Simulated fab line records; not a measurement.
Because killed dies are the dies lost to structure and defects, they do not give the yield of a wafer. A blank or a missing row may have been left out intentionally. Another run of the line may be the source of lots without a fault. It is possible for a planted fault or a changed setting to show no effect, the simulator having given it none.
Chamber matching -- flow n5 finfet -- rie diel-05 running N5_BEOL_M6_ETCH_72: 4 sister chambers
The step etches underlayer in N2/H2, target depth 6.5 nm, time 5.2 s. 18 wafers are shown with their chamber, then 9 later ones without.

== WAFERS WITH THEIR CHAMBER ==
wafer,chamber,showerhead plenum p Torr (Torr),oes product au (a.u.),throttle valve pct (%)
L074.1,1,2.63,0.79,18.16
L074.2,2,2.58,0.63,18.06
L074.4,0,2.43,0.59,17.88
L078.1,0,2.42,0.58,17.89
L078.2,3,2.51,0.60,18.11
L078.6,1,2.62,0.78,18.18
L081.2,0,2.42,0.58,17.91
L081.5,0,2.42,0.59,17.93
L081.6,2,2.57,0.63,18.08
L083.1,0,2.42,0.59,17.88
L083.2,1,2.62,0.77,18.21
L083.4,2,2.57,0.61,18.08
L088.1,3,2.50,0.58,18.14
L088.2,2,2.56,0.60,18.11
L088.3,1,2.61,0.75,18.25
L088.4,0,2.41,0.58,17.95
L088.5,2,2.56,0.61,18.10
L088.6,3,2.50,0.58,18.13

SIGNATURES, as means of the wafers listed above
reading,chamber 0,chamber 1,chamber 2,chamber 3,scatter within a chamber
showerhead plenum p Torr,2.4200,2.6200,2.5680,2.5033,0.0073
oes product au,0.5850,0.7725,0.6160,0.5867,0.012
throttle valve pct,17.9067,18.2000,18.0860,18.1267,0.0277
Rule: for a wafer and a chamber, the distance is found by dividing, reading by reading, the gap between the wafer's reading and the chamber's mean by the reading's scatter, squaring, summing and taking the root. The wafer belongs to the nearest chamber; if the next one is less than 2 further off, it can't be placed. The scatter: the root of (the sum of the squares of (reading less its chamber's mean) over the shown wafers, divided by (wafers less chambers)).

== WAFERS WITH NO CHAMBER GIVEN ==
wafer,showerhead plenum p Torr (Torr),oes product au (a.u.),throttle valve pct (%)
L092.1,2.61,0.74,18.25
L092.4,2.41,0.57,17.95
L092.6,2.50,0.58,18.15
L094.2,2.56,0.61,18.10
L094.3,2.50,0.57,18.15
L094.5,2.61,0.73,18.26
L097.1,2.40,0.56,17.96
L097.4,2.50,0.58,18.19
L097.5,2.56,0.60,18.15

== THE CHAMBER EACH PASSED THROUGH ==
wafer,from the rows above,in truth
L092.1,1,1
L092.4,0,0
L092.6,3,3
L094.2,2,2
L094.3,3,3
L094.5,1,1
L097.1,0,0
L097.4,3,3
L097.5,2,2
Correct placement for 9 of the 9. Not placeable from these rows: 0. Wrongly placed: 0.
